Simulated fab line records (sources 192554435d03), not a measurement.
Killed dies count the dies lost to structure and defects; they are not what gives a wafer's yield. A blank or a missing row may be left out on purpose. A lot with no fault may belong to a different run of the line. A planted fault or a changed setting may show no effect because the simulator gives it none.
A struck lot beside a sound one | flow n5-finfet | 29 steps out of a route of 1938
Sound: these wafers, L679.2, L679.3, L679.5. Struck: wafer L695.6 (left out: L695.2, L695.5 of the same lot, which were not struck); the cause appears at the end.
At each step with rows: each side's tool, then ch and its chambers, then its first start. Under that, the readings that differ: sound wafers | struck wafers | difference of the means | sigmas: that difference in standard deviations of wafers without a fault.
alike: readings with means less than 2 such deviations apart, plus words and numbers identical on both sides. not compared: withheld readings, readings lacking a value on some wafer, bounds such as >300 that could conceal the same value, and numbers that have no deviation in the record and whose values overlap.
The two part at a step that has a row with sigmas, a row that says differs or no value, or rows on one side only. Numbers that don't overlap but have no deviation are shown without sigmas and don't part them. Lack of a reading on every wafer of one side parts them only where that side has two or more wafers.

first, 5 steps without rows for these wafers: N5_SD_EPI_P_EBR_05; N5_SD_EPI_P_SOFTBAKE_04 (time 60 s); N5_SD_EPI_P_EXPOSE_06 (exposes mask SD P BLK, target cd 240 nm); N5_SD_EPI_P_PEB_07 (peb time 60 s); N5_SD_EPI_P_DEVELOP_08 (develop time 30 s).
N5_SD_EPI_P_CD_MEAS_09: the cd target is 240 nm.
  sound on cd-sem-02 ch 0, day 4 22:50; struck on cd-sem-03 ch 0, day 8 22:28
  alike: cd-nm
N5_SD_EPI_P_OVL_MEAS_10:
  sound on overlay-01 ch 0, day 4 22:52; struck on overlay-02 ch 0, day 8 22:30
  alike: SD_P_BLK_OVL
N5_SD_EPI_P_INSPECT_11: inspects for defects (macro).
  sound on defect-inspect-01 at day 4 22:53; struck on defect-inspect-02 at day 8 22:31
  alike: raw-defect-count
N5_SD_EPI_P_DESCUM_14: chemistry O2, time 7.9 s.
  sound on rie-diel-01 ch 1,2,3, day 4 22:55; struck on rie-diel-01 ch 2, day 8 22:34
  reading                         | sound          | struck | difference | sigmas
  oes-product-au (a.u.)           | 0.71 0.89 0.71 | 1.04   | +0.27      | +3
  showerhead-plenum-p-Torr (Torr) | 1.97 2.12 2.17 | 2.23   | +0.14      | +2
  alike: bias-power-w, drypump-motor-current-A, rf-vpp-V, throttle-valve-pct
  not compared: rf-hours-counter-h
N5_SD_EPI_P_ETCH_36: etches SiARC in CF4, target depth 45.5 nm, time 75.8 s.
  sound on rie-diel-01 ch 1,2,3, day 4 22:57; struck on rie-diel-01 ch 2, day 8 22:35
  reading                         | sound             | struck | difference | sigmas
  oes-product-au (a.u.)           | 0.60 0.77 0.61    | 0.88   | +0.22      | +3
  showerhead-plenum-p-Torr (Torr) | 2.02 2.19 2.21    | 2.27   | +0.13      | +2
  throttle-valve-pct (%)          | 15.86 15.59 16.03 | 15.37  | -0.46      | -2
  alike: drypump-motor-current-A, etch-rf-on-time-s, rf-vpp-V
  not compared: rf-hours-counter-h
N5_SD_EPI_P_ETCH_37: etches SOC in N2/H2, overetch 108 nm, time 486 s.
  sound on rie-diel-01 ch 1,2,3, day 4 23:01; struck on rie-diel-01 ch 2, day 8 22:39
  reading                | sound             | struck | difference | sigmas
  oes-product-au (a.u.)  | 0.64 0.81 0.63    | 0.90   | +0.21      | +2
  throttle-valve-pct (%) | 23.67 23.60 24.35 | 23.32  | -0.55      | -2
  alike: drypump-motor-current-A, rf-vpp-V, showerhead-plenum-p-Torr
  not compared: rf-hours-counter-h
then, 1 step without rows for these wafers: N5_SD_EPI_P_STRIP_38 (strips in N2/H2).
N5_SD_EPI_P_ETCHBACK_46: etches SiNx in CH3F/O2, stops on SiO2, target depth 17.5 nm.
  sound on rie-diel-01 ch 1,2,3, day 4 23:20; struck on rie-diel-01 ch 2, day 8 22:58
  reading                                     | sound             | struck | difference | sigmas
  oes_ar_750_au (a.u.)                        | 0.71 0.90 0.71    | 1.01   | +0.24      | +3
  showerhead-plenum-p-Torr (Torr)             | 1.88 2.04 2.07    | 2.12   | +0.12      | +2
  throttle-valve-pct (%)                      | 16.55 16.33 16.81 | 16.08  | -0.48      | -2
  model.SiARC_of_SD_EPI_P_COAT_35.thk-nm (nm) | 15.6 14.8 15.4    | 16.6   | +1.3       |
  alike: drypump-motor-current-A, oes-product-au, rf-vpp-V
  not compared: rf-hours-counter-h
N5_SD_EPI_P_ETCH_47: etches SiOCN in CH3F/O2, target depth 25 nm.
  sound on rie-diel-01 ch 1,2,3, day 4 23:26; struck on rie-diel-01 ch 2, day 8 23:04
  reading                         | sound             | struck | difference | sigmas
  oes_ar_750_au (a.u.)            | 0.70 0.90 0.71    | 1.00   | +0.23      | +2
  oes-product-au (a.u.)           | 0.71 0.91 0.70    | 0.36   | -0.41      | -4
  showerhead-plenum-p-Torr (Torr) | 1.88 2.04 2.07    | 2.12   | +0.12      | +2
  throttle-valve-pct (%)          | 16.52 16.30 16.78 | 16.04  | -0.49      | -2
  alike: drypump-motor-current-A, rf-vpp-V
  not compared: rf-hours-counter-h
N5_SD_EPI_P_ETCH_16: etches SiO2 in CHF3/O2, target depth 5 nm.
  sound on rie-diel-01 ch 1,2,3, day 4 23:32; struck on rie-diel-01 ch 2, day 8 23:10
  reading                                     | sound             | struck | difference | sigmas
  oes_ar_750_au (a.u.)                        | 0.71 0.90 0.72    | 1.01   | +0.23      | +3
  oes-product-au (a.u.)                       | 0.71 0.91 0.71    | 1.01   | +0.23      | +2
  showerhead-plenum-p-Torr (Torr)             | 2.27 2.46 2.49    | 2.55   | +0.14      | +2
  throttle-valve-pct (%)                      | 19.05 18.93 19.34 | 18.65  | -0.46      | -2
  model.SiARC_of_SD_EPI_P_COAT_35.thk-nm (nm) | 12 11.2 11.8      | 13     | +1         |
  alike: drypump-motor-current-A, rf-vpp-V
  not compared: rf-hours-counter-h
then, 1 step without rows for these wafers: N5_SD_EPI_P_STRIP_50 (strips in CHF3/O2).
N5_SD_EPI_P_SD_RECESS_17: chemistry HBr/Cl2/O2, target depth 39.1 nm, bt time 3 s.
  sound on rie-si-04 ch 0,1, day 4 23:36; struck on rie-si-03 ch 0, day 8 23:14
  alike: drypump-motor-current-A, he-backside-leak-sccm, oes-product-au, throttle-valve-pct
  not compared: rf-hours-counter-h
then, 1 step without rows for these wafers: N5_SD_EPI_P_WET_ETCH_45 (etches SiO2 in dHF, time 10.7 s, target depth 2 nm, rinse time 30 s).
N5_SD_EPI_P_STRIP_40: strips in N2/H2.
  sound on plasma-asher-01 ch 0,1, day 4 23:45; struck on plasma-asher-01 ch 1, day 8 23:23
  alike: drypump-motor-current-A, heater-power-w, oes-product-au
  not compared: rf-hours-counter-h
then, 4 steps without rows for these wafers: N5_SD_EPI_P_PRECLEAN_52 (cleans in O3/DIW, time 60 s); N5_SD_EPI_P_SRD_20 (time 30 s); N5_SD_EPI_P_PRECLEAN_51 (cleans in NF3:NH3, afs cycles 1, time 20 s, sublimation time 60 s); N5_SD_EPI_P_VAPOR_ETCH_44 (etches SiGe30 in NF3/Ar, time 3.3 s).
N5_SD_EPI_P_EPI_21: deposits SiGe:B, time 355 s.
  sound on epi-rpcvd-03 ch 0, day 5 00:41; struck on epi-rpcvd-01 ch 0, day 9 01:23
  reading                                     | sound        | struck | difference | sigmas
  model.SiGe-B_of_SD_EPI_P_EPI_21.thk-nm (nm) | 60.2 60 59.8 | 1.8    | -58.2      |
then, 2 steps without rows for these wafers: N5_SD_EPI_P_HM_STRIP_48 (strips SiNx in H3PO4, material SiNx, target depth 3 nm); N5_SD_EPI_P_SRD_49 (time 30 s).
N5_SD_EPI_P_PRECLEAN_24: cleans in O3/DIW, time 45 s.
  sound on wet-bench-04 ch 2,3,4, day 5 02:38; struck on wet-bench-03 ch 7, day 9 02:14
  reading                                     | sound          | struck | difference | sigmas
  model.SiGe-B_of_SD_EPI_P_EPI_21.thk-nm (nm) | 59.8 59.6 59.2 | 1.8    | -57.7      |
  alike: o3-ppm
then, 1 step without rows for these wafers: N5_SD_EPI_P_PRECLEAN_32 (cleans in dHF, time 10 s).
N5_BEOL_M4_RC_MEAS_101:
  the record has rows for the sound wafers here (prober-02 ch 0, day 10 19:51) and none for the struck ones

## WHERE THEY PART
Earliest at N5_SD_EPI_P_DESCUM_14; latest, in this record, at N5_BEOL_M4_RC_MEAS_101.

WHY: what had been put in by the simulator
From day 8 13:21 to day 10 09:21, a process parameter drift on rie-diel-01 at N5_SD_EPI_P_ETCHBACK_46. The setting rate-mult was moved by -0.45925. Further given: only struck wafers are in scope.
